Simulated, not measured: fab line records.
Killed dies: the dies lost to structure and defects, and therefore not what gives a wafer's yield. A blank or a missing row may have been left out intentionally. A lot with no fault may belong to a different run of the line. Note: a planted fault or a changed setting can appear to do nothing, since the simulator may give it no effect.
fab line records    flow nandHarc
record lots=15  wafers=45  lastDay=32
route steps=1302 shown P_M1@302 P_M2@326
lots that met no fault: from a run of the same line without faults
startH: start of the lot's first displayed wafer, in hours after the record's first day    waitH: hours elapsed since this lot's preceding step    " same as the row above    L1.1+2: several wafers, shown together as one row    - no value, or no start given    * or withheld: withheld    < > ~ a bound
route shown NAME@n: NAME is a module with steps in the file, n the number in the route of the first one    usual: mean/standard deviation taken from wafers without a fault    same: alike in all rows    chamber/n: place in a boat    sites: per-site readings    _std_site: standard deviation across them    _edge_site: inner sites' mean taken away from outer sites' mean    radiusMm: for every site, how far away it sits from the centre of the wafer    mask NAME#n: copy n    behind: the most recent tool/chamber to have shaped the wafer    hold: what put the lot on hold/how long, in hours/how the hold closed    device: whichever transistor did not switch (one of n, p or np)    end of line: the route-end tests of the same wafers    a step with no rows: only its recipe    killed: the dies lost at the first sort to structure and to defects; this is not the yield of the wafer    map: dies across one wafer; x = killed, . = not, _ = none there
set.NAME: setting as actually run; set.NAME@STEP: the setting as run at that earlier step    model.NAME: the simulator's own value behind a step, which no gauge read
a sample of lots followed through the steps of the route, with each step as a table and each wafer as a row
services: from which hour (startH, from the record's first day; less than 0 if before it) a tool's chamber was out of use, for how many hours, and why
## steps
# step NHARC_P_M1_STRIP_18
# recipe powerW=1000  n2FlowSccm=150  h2FlowSccm=150  arFlowSccm=0  biasW=0  chemistry=N2/H2
# usual drypumpMotorCurrentA=5.7/0.4  oesProductAu=1.002/0.011  rfVppV=90.4/0.87  showerheadPlenumPTorr=2.02/0.077  throttleValvePct=14.172/0.0092
lot.wafer  tool        chamber  startH  waitH  drypumpMotorCurrentA  oesProductAu  rfHoursCounterH  rfVppV  showerheadPlenumPTorr  throttleValvePct
L821.3     rieDiel-04  0        125.20  0.1    5.9                   1.006         29               89.6    2.08                   14.175
L821.6     "           0        "       "      5.9                   1.017         -                91.7    2.08                   14.166
L821.5     "           1        "       "      5.6                   1.002         -                90.2    2.12                   14.171
L822.1     rieDiel-03  1        136.22  0.1    5.8                   0.994         1                90.0    2.13                   14.152
L822.6     "           3        "       "      6.1                   0.992         -                88.5    1.93                   14.172
L822.5     "           0        "       "      5.7                   1.000         -                90.5    1.94                   14.161
L823.3     rieDiel-03  2        145.09  0.1    5.0                   1.016         3                91.1    2.00                   14.181
L823.1     "           0        "       "      5.7                   1.004         3                90.2    1.94                   14.180
L823.6     "           3        "       "      6.1                   0.984         -                90.3    1.92                   14.184
L824.2     rieDiel-03  0        161.17  0.1    5.7                   0.997         3                91.5    1.94                   14.181
L824.4     "           1        "       "      5.7                   0.978         3                89.9    2.13                   14.171
L824.6     "           3        "       "      6.1                   0.981         -                90.5    1.93                   14.187
L825.4     rieDiel-11  3        165.10  0.1    6.3                   1.006         3                90.1    2.09                   14.196
L825.2     "           2        "       "      5.8                   1.006         4                91.0    2.01                   14.153
L825.6     "           3        "       "      6.2                   1.000         -                90.3    2.09                   14.173
L827.3     rieDiel-03  0        192.71  0.1    5.7                   0.993         6                89.7    1.94                   14.161
L827.2     "           1        "       "      5.7                   0.983         7                90.5    2.13                   14.167
L827.5     "           0        "       "      5.7                   1.002         -                89.5    1.94                   14.185
L828.4     rieDiel-11  1        198.69  0.1    5.2                   1.011         6                91.5    2.04                   14.177
L828.6     "           3        "       "      6.3                   1.000         -                92.1    2.09                   14.170
L828.5     "           0        "       "      5.4                   1.016         -                90.1    1.92                   14.179
L829.2     rieDiel-11  2        207.05  0.1    5.8                   0.992         8                90.1    2.01                   14.173
L829.4     "           3        "       "      6.2                   1.002         7                90.9    2.09                   14.185
L829.6     "           3        "       "      6.3                   0.997         -                89.4    2.09                   14.159
L831.3     rieDiel-04  0        226.90  0.1    5.9                   1.006         14               89.9    2.07                   14.168
L831.2     "           1        "       "      5.6                   1.006         14               91.4    2.11                   14.184
L831.6     "           2        "       "      6.3                   0.999         -                90.3    2.17                   14.184
L833.1     rieDiel-03  1        243.61  0.1    5.8                   0.988         9                90.8    2.13                   14.170
L833.5     "           1        "       "      5.8                   0.995         -                90.7    2.12                   14.166
L833.6     "           2        "       "      5.0                   1.007         -                91.9    1.99                   14.176
L834.3     rieDiel-11  0        250.89  0.1    5.4                   1.020         7                89.1    1.92                   14.167
L834.4     "           2        "       "      5.7                   1.002         9                90.2    2.01                   14.167
L834.1     "           3        "       "      6.3                   0.999         8                92.5    2.09                   14.166
L837.2     rieDiel-03  1        302.48  0.1    5.7                   0.993         3                91.0    2.12                   14.172
L837.1     "           3        "       "      6.1                   0.996         2                90.3    1.92                   14.174
L837.5     "           2        "       "      5.0                   0.994         -                91.5    1.99                   14.168
L840.1     rieDiel-03  2        314.29  0.1    5.0                   1.012         3                89.1    1.99                   14.172
L840.3     "           0        "       "      5.8                   0.998         3                90.8    1.93                   14.173
L840.5     "           2        "       "      5.0                   0.998         -                90.3    1.99                   14.185
L839.2     rieDiel-03  2        315.25  0.1    5.0                   0.994         3                90.0    1.99                   14.175
L839.4     "           3        "       "      6.1                   1.001         3                90.5    1.92                   14.172
L839.6     "           0        "       "      5.7                   1.007         -                90.1    1.93                   14.171
L842.2     rieDiel-03  3        343.01  0.1    6.1                   0.988         5                90.6    1.92                   14.181
L842.3     "           0        "       "      5.8                   1.009         4                90.8    1.93                   14.178
L842.6     "           3        "       "      6.1                   0.990         -                89.2    1.92                   14.158
# step NHARC_P_M1_PVD_21
# recipe targetThkA=300  chamberPressurePa=5  powerW=5000  substrateTempC=30  timeS=20.49  material=Cu
# usual throttleValvePct=30.0/0.9
lot.wafer  tool           chamber  startH  waitH  throttleValvePct
L821.3     pvdSputter-01  -        -       -      29.8
L821.5     "              -        "       "      29.5
L821.6     "              -        "       "      30.2
L822.1     pvdSputter-02  -        -       -      31.0
L822.6     "              -        "       "      28.9
L822.5     "              -        "       "      31.0
L823.1     pvdSputter-03  -        -       -      29.0
L823.3     "              -        "       "      30.2
L823.6     "              -        "       "      29.3
L824.4     pvdSputter-03  -        -       -      31.0
L824.2     "              -        "       "      30.3
L824.6     "              -        "       "      30.9
L825.2     pvdSputter-03  -        -       -      30.7
L825.4     "              -        "       "      29.2
L825.6     "              -        "       "      31.0
L827.3     pvdSputter-03  -        -       -      29.0
L827.2     "              -        "       "      30.0
L827.5     "              -        "       "      29.1
L828.4     pvdSputter-01  -        -       -      30.0
L828.5     "              -        "       "      30.0
L828.6     "              -        "       "      30.6
L829.2     pvdSputter-01  -        -       -      29.5
L829.4     "              -        "       "      30.2
L829.6     "              -        "       "      29.3
L831.3     pvdSputter-02  -        -       -      31.2
L831.2     "              -        "       "      28.3
L831.6     "              -        "       "      28.7
L833.1     pvdSputter-03  -        -       -      31.0
L833.6     "              -        "       "      30.8
L833.5     "              -        "       "      30.9
L834.3     pvdSputter-02  -        -       -      30.9
L834.1     "              -        "       "      28.6
L834.4     "              -        "       "      29.0
L837.1     pvdSputter-01  -        -       -      29.0
L837.2     "              -        "       "      30.4
L837.5     "              -        "       "      29.0
L840.1     pvdSputter-01  -        -       -      31.0
L840.3     "              -        "       "      30.6
L840.5     "              -        "       "      31.2
L839.2     pvdSputter-03  -        -       -      30.0
L839.4     "              -        "       "      30.7
L839.6     "              -        "       "      29.0
L842.3     pvdSputter-01  -        -       -      30.3
L842.2     "              -        "       "      29.3
L842.6     "              -        "       "      31.3
# step NHARC_P_M2_PEB_07
# recipe pebTempC=100  pebTimeS=65
# usual chillPlateTempC=22.99/0.11  exhaustPa=45.0/0.99  plateTempC=100.01/0.14
lot.wafer  tool           chamber  startH  waitH  chillPlateTempC  exhaustPa  plateTempC
L821.3     lithoTrack-04  0        128.72  0.1    22.93            44.1       99.91
L821.5     "              0        "       "      22.99            44.5       99.94
L821.6     "              0        "       "      22.89            44.8       99.91
L822.1     lithoTrack-04  0        139.67  0.1    23.00            44.5       100.00
L822.5     "              0        "       "      22.99            45.7       100.28
L822.6     "              0        "       "      23.10            44.7       100.15
L823.1     lithoTrack-04  0        148.60  0.1    23.02            43.6       99.97
L823.3     "              0        "       "      23.12            44.0       99.99
L823.6     "              0        "       "      23.08            44.8       99.96
L824.2     lithoTrack-06  0        164.89  0.1    22.97            46.1       100.02
L824.4     "              0        "       "      23.07            43.3       100.06
L824.6     "              0        "       "      23.00            45.5       99.98
L825.2     lithoTrack-04  0        168.60  0.1    22.99            43.9       99.95
L825.4     "              0        "       "      23.06            43.7       100.02
L825.6     "              0        "       "      23.06            44.0       99.97
L827.2     lithoTrack-04  0        196.31  0.1    22.91            46.0       100.15
L827.3     "              0        "       "      22.82            45.0       100.02
L827.5     "              0        "       "      22.90            45.3       100.09
L828.4     lithoTrack-01  0        202.17  0.0    22.83            44.4       100.06
L828.5     "              0        "       "      23.01            42.2       100.22
L828.6     "              0        "       "      23.06            44.1       100.29
L829.2     lithoTrack-06  0        210.57  0.1    22.88            45.7       100.19
L829.4     "              0        "       "      23.00            44.5       100.31
L829.6     "              0        "       "      23.07            45.9       100.00
L831.2     lithoTrack-06  0        230.38  0.1    22.84            46.8       99.86
L831.3     "              0        "       "      22.99            47.0       99.79
L831.6     "              0        "       "      22.86            45.8       99.90
L833.1     lithoTrack-06  0        247.02  0.1    22.78            45.4       100.26
L833.5     "              0        "       "      22.72            44.9       99.99
L833.6     "              0        "       "      23.00            44.0       100.15
L834.1     lithoTrack-06  0        254.28  0.1    22.87            43.0       100.01
L834.3     "              0        "       "      22.85            43.5       99.99
L834.4     "              0        "       "      22.89            44.8       99.98
L837.1     lithoTrack-04  -        306.00  0.1    -                -          -
L837.2     "              -        "       "      -                -          -
L837.5     "              -        "       "      -                -          -
L840.1     lithoTrack-04  -        318.21  0.1    -                -          -
L840.3     "              -        "       "      -                -          -
L840.5     "              -        "       "      -                -          -
L839.2     lithoTrack-04  -        318.83  0.1    -                -          -
L839.4     "              -        "       "      -                -          -
L839.6     "              -        "       "      -                -          -
L842.2     lithoTrack-06  0        346.51  0.1    23.10            45.0       99.78
L842.3     "              0        "       "      23.08            46.0       99.77
L842.6     "              0        "       "      22.93            45.8       99.83
# step NHARC_P_M2_DEGAS_29
# recipe tempC=250  timeS=60
# usual heaterPowerW=346/36
lot.wafer  tool           chamber  startH  waitH  heaterPowerW
L821.3     pvdSputter-01  -        130.01  -      386
L821.6     "              -        "       "      368
L821.5     "              -        "       "      310
L822.1     pvdSputter-01  -        140.97  -      384
L822.5     "              -        "       "      377
L822.6     "              -        "       "      309
L823.3     pvdSputter-01  -        149.92  -      304
L823.1     "              -        "       "      308
L823.6     "              -        "       "      308
L824.4     pvdSputter-02  -        166.23  -      312
L824.2     "              -        "       "      390
L824.6     "              -        "       "      331
L825.4     pvdSputter-02  -        169.88  -      416
L825.2     "              -        "       "      309
L825.6     "              -        "       "      384
L827.3     pvdSputter-02  -        197.59  -      389
L827.2     "              -        "       "      307
L827.5     "              -        "       "      398
L828.4     pvdSputter-03  -        203.46  -      307
L828.5     "              -        "       "      309
L828.6     "              -        "       "      348
L829.4     pvdSputter-02  -        211.86  -      409
L829.2     "              -        "       "      334
L829.6     "              -        "       "      400
L831.2     pvdSputter-03  -        231.71  -      306
L831.3     "              -        "       "      374
L831.6     "              -        "       "      356
L833.1     pvdSputter-03  -        248.32  -      301
L833.5     "              -        "       "      370
L833.6     "              -        "       "      304
L834.4     pvdSputter-02  -        255.62  -      310
L834.3     "              -        "       "      381
L834.1     "              -        "       "      398
L837.1     pvdSputter-03  -        307.35  -      356
L837.2     "              -        "       "      308
L837.5     "              -        "       "      378
L840.3     pvdSputter-02  -        319.57  -      297
L840.1     "              -        "       "      372
L840.5     "              -        "       "      334
L839.2     pvdSputter-03  -        320.11  -      360
L839.4     "              -        "       "      349
L839.6     "              -        "       "      362
L842.2     pvdSputter-03  -        347.79  -      304
L842.3     "              -        "       "      351
L842.6     "              -        "       "      352
## services
tool           chamber  startH  hours  kind
rieDiel-11     1        102.02  4.7    repair
pvdSputter-02  -        104.00  10.0   pm
rieDiel-03     -        104.30  9.0    pm
rieDiel-03     1        116.74  4.8    repair
rieDiel-03     3        140.03  1.7    repair
rieDiel-11     -        147.42  2.5    repair
pvdSputter-02  -        150.67  3.3    repair
pvdSputter-01  -        163.90  2.9    repair
pvdSputter-02  -        167.45  1.8    repair
pvdSputter-03  -        170.00  10.0   pm
rieDiel-03     -        176.73  0.3    repair
lithoTrack-06  -        179.00  7.0    pm
pvdSputter-01  -        201.00  6.2    repair
lithoTrack-04  -        203.00  7.0    pm
pvdSputter-01  -        225.78  6.6    repair
rieDiel-03     3        233.74  10.9   repair
rieDiel-11     -        255.56  9.0    pm
pvdSputter-01  -        255.64  2.1    repair
rieDiel-03     -        281.32  9.0    pm
pvdSputter-02  -        282.04  10.0   pm
pvdSputter-02  -        294.27  8.7    repair
rieDiel-03     2        311.91  2.2    repair
rieDiel-03     0        333.78  4.3    repair
pvdSputter-03  -        336.67  5.7    repair
## key
firstSign step=NHARC_P_M2_PEB_07  reading=toolRecord  direction=missing
effect none on later readings
metAt NHARC_P_M2_PEB_07
struckLots L837,L839,L840
laterRowsLeftOut L837.1,L837.2,L837.5,L839.2,L839.4,L839.6,L840.1,L840.3,L840.5
sortLeftOut L837.1,L837.2,L837.5,L839.2,L839.4,L839.6,L840.1,L840.3,L840.5
notActingAt NHARC_P_M1_STRIP_18,NHARC_P_M1_PVD_21,NHARC_P_M2_DEGAS_29
onsetBetween 196.31 306.00
fault kind=skippedStepWhole  tool=lithoTrack-04  chamber=-  onsetH=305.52  steps=NHARC_P_M2_PEB_07  scope=struckLotsOnly
# sortLeftOut: the simulated sort isn't trusted on such a fault, so these wafers' sort isn't shown, and their yield isn't known
# laterRowsLeftOut: the simulator's readings of these wafers behind a module that went badly wrong aren't trusted and aren't shown, but for the sort
